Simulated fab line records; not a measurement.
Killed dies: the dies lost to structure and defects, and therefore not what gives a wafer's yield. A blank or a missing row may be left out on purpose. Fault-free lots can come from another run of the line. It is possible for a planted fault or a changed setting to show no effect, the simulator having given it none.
Which tool is to blame? | flow nand-harc | 39 wafers from 13 lots sampled at 5 of the route's 1302 steps

== WHAT THE GAUGES READ, wafer by wafer ==
NHARC_END_SORT_01. Usual: killed-at-array 52, standard deviation 18; killed-at-other 0.6, standard deviation 1.1; killed-at-periphery 3.7, standard deviation 2.4; killed-dies 57, standard deviation 19; killed-open 3.1, standard deviation 1.7; killed-short 2.5, standard deviation 1.7.
lot  | measured     | on        | killed-at-array | killed-at-other | killed-at-periphery | killed-dies | killed-open | killed-short | flag
L819 | day 26 14:59 | prober-01 | 53 71 59        | 2 0 1           | 1 4 3               | 56 75 63    | 4 2 2       | 0 1 2        |
L821 | day 27 12:50 | prober-02 | 58 48 57        | 1 1 1           | 3 1 5               | 62 50 63    | 7 4 5       | 3 2 6        |
L826 | day 30 00:25 | prober-02 | 16 32 29        | 0 1 0           | 1 4 2               | 17 37 31    | 3 8 1       | 0 0 2        |
L830 | day 31 09:53 | prober-01 | 135 162 141     | 0 0 0           | 2 3 4               | 137 165 145 | 4 1 2       | 3 0 0        | OFF
L835 | day 33 02:58 | prober-01 | 76 95 91        | 0 2 0           | 11 9 4              | 87 106 95   | 3 4 1       | 1 0 1        |
L834 | day 33 05:00 | prober-02 | 62 73 54        | 2 0 1           | 8 8 7               | 72 81 62    | 5 6 1       | 4 4 3        |

== WHAT TOOL EACH LOT RAN ON (gives the tool, then ch and the chambers of the sampled wafers, and finally the start) ==
lot  | NHARC_A_CONTACT_ETCH_96            | NHARC_THIN_TSV_DEGAS_49      | NHARC_THIN_TSV_DEGAS_53      | NHARC_THIN_TSV_PRE_CLEAN_54
L813 | rie-diel-13 ch 0,1, day 22 08:07   | pvd-sputter-01, day 24 14:02 | pvd-sputter-03, day 24 16:16 | pvd-sputter-03, day 24 16:21
L816 | rie-diel-13 ch 0,1, day 22 11:50   | pvd-sputter-03, day 24 12:35 | pvd-sputter-02, day 24 14:40 | pvd-sputter-02, day 24 14:44
L818 | rie-diel-13 ch 1,2,3, day 23 04:53 | pvd-sputter-01, day 25 14:41 | pvd-sputter-01, day 25 16:41 | pvd-sputter-01, day 25 16:46
L819 | rie-diel-13 ch 1,2,3, day 23 19:35 | pvd-sputter-03, day 26 01:59 | pvd-sputter-01, day 26 03:59 | pvd-sputter-01, day 26 04:05
L821 | rie-diel-02 ch 0,1,3, day 24 13:51 | pvd-sputter-03, day 27 00:44 | pvd-sputter-01, day 27 02:45 | pvd-sputter-01, day 27 02:50
L820 | rie-diel-13 ch 0,3, day 24 22:05   | pvd-sputter-03, day 27 01:56 | pvd-sputter-03, day 27 03:59 | pvd-sputter-03, day 27 04:07
L822 | rie-diel-13 ch 1,3, day 25 08:03   | pvd-sputter-01, day 27 09:59 | pvd-sputter-01, day 27 11:58 | pvd-sputter-01, day 27 12:02
L824 | rie-diel-02 ch 1,3, day 26 15:34   | pvd-sputter-01, day 28 23:26 | pvd-sputter-03, day 29 01:25 | pvd-sputter-03, day 29 01:30
L823 | rie-diel-02 ch 0,1,3, day 26 16:04 | pvd-sputter-01, day 29 02:37 | pvd-sputter-03, day 29 04:35 | pvd-sputter-03, day 29 04:40
L826 | rie-diel-13 ch 1,2, day 27 06:30   | pvd-sputter-02, day 29 07:45 | pvd-sputter-01, day 29 09:44 | pvd-sputter-01, day 29 09:50
L830 | rie-diel-13 ch 1,2, day 28 15:45   | pvd-sputter-03, day 30 21:34 | pvd-sputter-01, day 30 23:34 | pvd-sputter-01, day 30 23:38
L835 | rie-diel-02 ch 1,2, day 29 23:25   | pvd-sputter-03, day 32 06:41 | pvd-sputter-03, day 32 08:42 | pvd-sputter-03, day 32 08:46
L834 | rie-diel-02 ch 2,3, day 30 03:07   | pvd-sputter-03, day 32 07:47 | pvd-sputter-01, day 32 09:47 | pvd-sputter-01, day 32 09:52
- NHARC_A_CONTACT_ETCH_96: etches the open film in C4F6/O2, target depth 20 nm, time 10 s.
- NHARC_THIN_TSV_DEGAS_49: time 120 s.
- NHARC_THIN_TSV_DEGAS_53: time 60 s.
- NHARC_THIN_TSV_PRE_CLEAN_54: time 30 s.

== WHAT THE TOOLS THEMSELVES READ (means of the sampled wafers that have a number; where no wafer has one, the mark that the record gives instead) ==
NHARC_A_CONTACT_ETCH_96. Usual: drypump-motor-current-A 5.6 A, standard deviation 0.48; oes-product-au 0.98 a.u., standard deviation 0.031; rf-vpp-V 547.9 V, standard deviation 2.1; showerhead-plenum-p-Torr 3.97 Torr, standard deviation 0.097; throttle-valve-pct 26.902 %, standard deviation 0.0091.
lot  | tool        | drypump-motor-current-A (A) | oes-product-au (a.u.) | rf-vpp-V (V) | showerhead-plenum-p-Torr (Torr) | throttle-valve-pct (%) | flag
L813 | rie-diel-13 | 5.9                         | 1.01                  | 547.6        | 3.94                            | 26.903                 |
L816 | rie-diel-13 | 6.0                         | 1.01                  | 548.2        | 3.97                            | 26.897                 |
L818 | rie-diel-13 | 5.8                         | 1.01                  | 549.0        | 4.02                            | 26.903                 |
L819 | rie-diel-13 | 5.8                         | 0.95                  | 548.9        | 4.02                            | 26.908                 |
L821 | rie-diel-02 | 5.4                         | 0.93                  | 547.5        | 3.98                            | 26.894                 |
L820 | rie-diel-13 | 5.6                         | 1.00                  | 547.4        | 3.94                            | 26.893                 |
L822 | rie-diel-13 | 5.5                         | 0.94                  | 549.7        | 4.00                            | 26.893                 |
L824 | rie-diel-02 | 5.4                         | 1.00                  | 545.6        | 3.88                            | 26.903                 |
L823 | rie-diel-02 | 5.4                         | 0.99                  | 547.7        | 3.97                            | 26.902                 |
L826 | rie-diel-13 | 6.1                         | 0.95                  | 548.4        | 4.01                            | 26.912                 |
L830 | rie-diel-13 | 6.0                         | 1.01                  | 549.6        | 4.01                            | 26.910                 |
L835 | rie-diel-02 | 5.8                         | 0.93                  | 547.4        | 3.96                            | 26.903                 |
L834 | rie-diel-02 | 5.3                         | 0.98                  | 544.5        | 3.79                            | 26.899                 |

NHARC_THIN_TSV_DEGAS_49. Usual: heater-power-w 456 W, standard deviation 56; susceptor-temp-C 299.98 C, standard deviation 0.18.
lot  | tool           | heater-power-w (W) | susceptor-temp-C (C) | flag
L813 | pvd-sputter-01 | 459                | 299.93               |
L816 | pvd-sputter-03 | 491                | 300.23               |
L818 | pvd-sputter-01 | 440                | 299.91               |
L819 | pvd-sputter-03 | 478                | 300.02               |
L821 | pvd-sputter-03 | 484                | -                    | OFF
L820 | pvd-sputter-03 | 480                | 299.91               |
L822 | pvd-sputter-01 | 436                | -                    | OFF
L824 | pvd-sputter-01 | 430                | 300.02               |
L823 | pvd-sputter-01 | 414                | 299.85               |
L826 | pvd-sputter-02 | 443                | 300.00               |
L830 | pvd-sputter-03 | 409                | 299.84               |
L835 | pvd-sputter-03 | 497                | -                    | OFF
L834 | pvd-sputter-03 | 461                | 299.98               |

NHARC_THIN_TSV_DEGAS_53. Usual: heater-power-w 450 W, standard deviation 51; susceptor-temp-C 299.99 C, standard deviation 0.2.
lot  | tool           | heater-power-w (W) | susceptor-temp-C (C) | flag
L813 | pvd-sputter-03 | 492                | 299.81               |
L816 | pvd-sputter-02 | 473                | 300.15               |
L818 | pvd-sputter-01 | 465                | 299.98               |
L819 | pvd-sputter-01 | 476                | 299.95               |
L821 | pvd-sputter-01 | 441                | 300.10               |
L820 | pvd-sputter-03 | 447                | -                    | OFF
L822 | pvd-sputter-01 | 436                | -                    | OFF
L824 | pvd-sputter-03 | 447                | 299.87               |
L823 | pvd-sputter-03 | 484                | 300.01               |
L826 | pvd-sputter-01 | 440                | 299.88               |
L830 | pvd-sputter-01 | 462                | 299.94               |
L835 | pvd-sputter-03 | 482                | 300.14               |
L834 | pvd-sputter-01 | 440                | 299.97               |

NHARC_THIN_TSV_PRE_CLEAN_54. Usual: heater-power-w 395 W, standard deviation 43; susceptor-temp-C 279.96 C, standard deviation 0.19.
lot  | tool           | heater-power-w (W) | susceptor-temp-C (C) | flag
L813 | pvd-sputter-03 | 398                | 279.97               |
L816 | pvd-sputter-02 | 418                | 280.03               |
L818 | pvd-sputter-01 | 390                | -                    | OFF
L819 | pvd-sputter-01 | 399                | -                    | OFF
L821 | pvd-sputter-01 | 384                | 280.02               |
L820 | pvd-sputter-03 | 393                | 279.98               |
L822 | pvd-sputter-01 | 379                | 279.87               |
L824 | pvd-sputter-03 | 391                | 279.99               |
L823 | pvd-sputter-03 | 394                | -                    | OFF
L826 | pvd-sputter-01 | 383                | -                    | OFF
L830 | pvd-sputter-01 | 403                | 279.87               |
L835 | pvd-sputter-03 | 400                | 279.91               |
L834 | pvd-sputter-01 | 384                | -                    | OFF

== THE ANSWER, worked out from the rows above alone ==
Rule: lot off if the mean of its wafers having a number is beyond 3 standard deviations from the usual mean. Also off: a lot with no number at a reading for which 4 or more lots have one. All remaining lots with rows at the step are treated as sound. The gauges are gone through in route order, then the tools' own readings, and for those a lot's mean is taken as printed above. At the first step where some lot is off, the reading lying furthest off is the one used; lots without a number count as furthest.
Off, at NHARC_END_SORT_01 on killed-at-array: L830. Neither off nor sound, because the step has no rows for them: L813, L816, L818, L820, L822, L824, L823.
A tool fits if, at a process step before that reading, it ran every lot that is off, and no sound lot after the first of them. Gauges at NHARC_END_SORT_01: tried the same way as those tools. One fits: NHARC_A_CONTACT_ETCH_96 on rie-diel-13. Its last sound lot is L826 (day 27 06:30), its first lot that is off L830 (day 28 15:45): a fault that began between those two fits.

== WHAT THE SIMULATOR HAD PUT IN ==
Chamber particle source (rie-diel-13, NHARC_A_CONTACT_ETCH_96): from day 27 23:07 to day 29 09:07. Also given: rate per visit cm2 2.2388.
Lots struck among those shown: L830. This agrees with what the rule above found.
